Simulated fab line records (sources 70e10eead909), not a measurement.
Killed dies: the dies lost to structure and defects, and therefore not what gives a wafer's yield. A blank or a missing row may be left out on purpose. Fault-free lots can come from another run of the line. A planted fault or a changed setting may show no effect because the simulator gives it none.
A lot that was struck, set against a sound lot :: flow nand harc :: 15 steps out of a route of 1159
Sound: wafers L916.1, L916.3, L916.6. Struck: wafer L911.6 (L911.3, L911.4, from the same lot, were not struck and are left out); the cause is given at the end.
At each step with rows: each side's tool, then ch and its chambers, then its first start. Under that, the readings that differ: sound wafers :: struck wafers :: difference of the means :: sigmas: that difference in standard deviations of wafers without a fault.
alike: a reading whose means differ by less than 2 such deviations, as well as words and numbers matching on both sides. not compared: withheld readings; readings where some wafer has no value; bounds like >300 that might hide an equal value; numbers whose values overlap and for which the record gives no deviation.
The two part at a step that has a row with sigmas, a row that says differs or no value, or rows on one side only. Numbers that don't overlap but have no deviation are shown without sigmas and don't part them. A reading missing from all wafers of one side parts the sides only when that side holds two or more wafers.

first, 8 steps without rows for these wafers: NHARC_A_CONTACT_COAT_61 (time 75 s); NHARC_A_CONTACT_COAT_62 (time 65 s); NHARC_A_CONTACT_COAT_63 (resist thk 90 nm); NHARC_A_CONTACT_SOFTBAKE_64 (time 55 s); NHARC_A_CONTACT_EBR_65; NHARC_A_CONTACT_EXPOSE_66 (exposes mask A CC 2); NHARC_A_CONTACT_PEB_67 (peb time 65 s); NHARC_A_CONTACT_DEVELOP_68 (develop time 35 s).
NHARC_A_CONTACT_CD_MEAS_69: the cd target is 200 nm.
  sound on cd sem-02 ch 0, day 21 17:11; struck on cd sem-01 ch 0, day 20 23:07
  alike: cd nm
NHARC_A_CONTACT_OVL_MEAS_70:
  sound on overlay-02, day 21 17:18; struck on overlay-02, day 20 23:11
  alike: overlay x nm, overlay y nm
NHARC_A_CONTACT_INSPECT_71:
  sound on defect inspect-01, day 21 17:20; struck on defect inspect-01, day 20 23:14
  alike: raw defect count
NHARC_A_CONTACT_DESCUM_74: chemistry O2, time 3 s.
  sound on rie diel-03 ch 0,1,3, day 21 17:23; struck on rie diel-06 ch 2, day 20 23:17
reading: o2 flow sccm (sccm)
sound: 199.8 201.2 199.4
struck: 198.7
difference: -1.4
sigmas: -2
  alike: drypump motor current A, oes product au, rf vpp V, showerhead plenum p Torr, throttle valve pct
  not compared: rf hours counter h
NHARC_A_CONTACT_ETCH_75: etches the open film in CF4, target depth 39 nm, time 65 s.
  sound on rie diel-03 ch 2,3, day 21 17:29; struck on rie diel-06 ch 2, day 20 23:23
reading: drypump motor current A (A)
sound: 5.3 5.6 5.6
struck: 6.5
difference: +1.0
sigmas: +3

reading: rf vpp V (V)
sound: 149.0 149.2 150.1
struck: 151.4
difference: +2.0
sigmas: +2

reading: run length s (s)
sound: 86.3 86.6 86.8
struck: 70.6
difference: -16.0
sigmas: -30
  alike: cf4 flow sccm, oes product au, showerhead plenum p Torr, throttle valve pct
  not compared: rf hours counter h
NHARC_A_CONTACT_ETCH_76: etches the open film in N2/H2, target depth 260 nm, time 475.3 s.
  sound: rie diel-03 ch 0,1,2; struck: rie diel-06 ch 1
reading: oes product au (a.u.)
sound: 1.000 0.993 1.000
struck: 1.031
difference: +0.033
sigmas: +3

reading: run length s (s)
sound: 496.6 497.4 496.3
struck: 497.8
difference: +1.0
sigmas: +2
  alike: drypump motor current A, rf vpp V, showerhead plenum p Torr, throttle valve pct
  not compared: rf hours counter h
-- the record jumps here: 3 days lie between the struck wafers' starts before and after (it left off in module A_CONTACT and takes up again in module END, whose first step shown is number 1159 of the route) --
NHARC_END_SORT_01:
  only the struck wafers appear in the record here, on prober-02 ch 0 at day 23 17:21; the sound ones have no rows

WHERE THEY PART
First at NHARC_A_CONTACT_DESCUM_74; last, within this record, at NHARC_END_SORT_01.

WHY: whatever the simulator had introduced
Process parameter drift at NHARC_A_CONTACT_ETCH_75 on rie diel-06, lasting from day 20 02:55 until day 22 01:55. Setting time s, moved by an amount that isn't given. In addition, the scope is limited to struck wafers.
